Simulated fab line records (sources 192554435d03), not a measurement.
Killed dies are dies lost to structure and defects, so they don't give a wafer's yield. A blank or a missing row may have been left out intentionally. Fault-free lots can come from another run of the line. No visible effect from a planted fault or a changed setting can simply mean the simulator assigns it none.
8D (eight disciplines) problem report, filled in by code || flow n5Finfet || the parts of the form that need people (team, actions taken, sign-off) are left out
Where a reading is given only as a bound, like >300, the bound stands for it, and a mean or a difference that rests on one is marked > or <: the true number lies beyond.

== 1. THE ISSUE ==
rawDefectCount at N5_HKMG_FIN_INSPECT_14 reads a mean of >290 on 3 wafers of 2 lots; wafers without a fault read 2.2 with a standard deviation of 1.5. That is +99 or more standard deviations from the usual mean.
The step: inspects for defects (macro).
The first sign was on wafer L810.1 at day 6 17:11, on defectInspect-02. The record has a number at this step for 12 wafers belonging to 4 lots. By rule, "out" or "out of limits" means more than 4 standard deviations away from the usual mean. All remaining wafers that have a number are taken as sound.

== 2. WHAT THIS IS AND IS NOT ==
{"question": "which readings at this step", "is": "rawDefectCount", "is not": "-"}
{"question": "which lots", "is": "L810, L815", "is not": "L809, L824"}
{"question": "which wafers of those lots", "is": "L810.1, L810.4, L815.6", "is not": "L810.3, L815.1, L815.4"}
{"question": "read on which gauges", "is": "defectInspect-01, defectInspect-02", "is not": "-"}
{"question": "when", "is": "from day 6 17:11", "is not": "up to then (4 sound wafers); but 5 sound wafers of L815, L824 came after"}

== 3. THE SUSPECTS, EACH WITH WHAT RULES IT OUT ==
Counting: if a tool at a process step up to the reading ran every lot that is out, it stays a suspect. Sound lots after the first of them don't rule it out here, since some wafers of a struck lot are sound.
- the gauge at N5_HKMG_FIN_INSPECT_14: ruled out. The wafers that are out were read on 2 gauges (defectInspect-01, defectInspect-02).
- thermalCvdSi-01 at N5_HKMG_FIN_CVD_62 (deposits a-Si from Si2H6, target thk 3 nm, time 20.8 s): kept. It processed each lot that is out (first: L810, day 6 15:36); up to then, its last sound lot is L809 (day 6 03:59).
- In thermalCvdSi-01 at N5_HKMG_FIN_CVD_62, the wafers that are out were processed in chamber 2 and their sound lot-mates in chambers 0, 1.
After counting, what remains is thermalCvdSi-01 at N5_HKMG_FIN_CVD_62.

== 4. THE CAUSE (what the simulator had put in) ==
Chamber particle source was thermalCvdSi-01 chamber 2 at N5_HKMG_FIN_CVD_62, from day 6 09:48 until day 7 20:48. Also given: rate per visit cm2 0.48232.
The count eliminated every tool but this one.

== 5. THE EFFECT CHAIN, in route order ==
One row per reading whose mean, taken over the struck wafers that have a number, lies over 3 standard deviations from the usual. Readings are gone through only where the record gives a usual standard deviation; hours: the median, over the lots, of the time from a lot's start at the first step in this table giving one to that lot's start at this step; sigmas: the change measured in usual standard deviations.
{"hours": 0, "step": "N5_HKMG_FIN_INSPECT_14", "reading": "rawDefectCount", "usual": 2.2, "on struck wafers": ">290", "change": ">+288", "sigmas": "+99 or more"}
{"hours": 196, "step": "N5_PASSIVATION_PROBE_49", "reading": "defectLimitedYield", "usual": "91.2 %", "on struck wafers": 84.1, "change": -7.1, "sigmas": -5.1}
{"hours": 196, "step": "N5_PASSIVATION_PROBE_49", "reading": "killedAtFrontEnd", "usual": 41, "on struck wafers": 136, "change": "+95", "sigmas": "+8.7"}
{"hours": 196, "step": "N5_PASSIVATION_PROBE_49", "reading": "killedDies", "usual": 103, "on struck wafers": 188, "change": "+85", "sigmas": "+5.3"}
{"hours": 196, "step": "N5_PASSIVATION_PROBE_49", "reading": "sort_bin_5_function", "usual": "5.1 %", "on struck wafers": 10.3, "change": "+5.2", "sigmas": "+5.7"}
{"hours": 196, "step": "N5_PASSIVATION_PROBE_49", "reading": "sortNPass", "usual": 1077, "on struck wafers": 992, "change": -85, "sigmas": -5.3}
{"hours": 196, "step": "N5_PASSIVATION_PROBE_49", "reading": "sortYieldPct", "usual": "91.2 %", "on struck wafers": 84.1, "change": -7.1, "sigmas": -5.1}
Process steps it contains:
- N5_PASSIVATION_PROBE_49
Later measuring or inspecting steps at which every struck wafer that the step has a row for has a number for every such reading, and none has moved that far: N5_BEOL_M4_RC_MEAS_101.

== 6. HOW IT WOULD HAVE BEEN CAUGHT EARLIER ==
The first out-of-limits reading at a measuring or inspecting step in this record came at day 6 17:11, 7 hours after the fault's start at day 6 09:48.
No tool reading at N5_HKMG_FIN_CVD_62 that has a usual standard deviation in the record was out on any struck wafer, so an alarm limit of 4 standard deviations on those readings would not have fired.
L815, from the lots that are out (2), started N5_HKMG_FIN_CVD_62 on thermalCvdSi-01 later than day 6 17:11. A tool hold placed at that time would have kept it from harm.
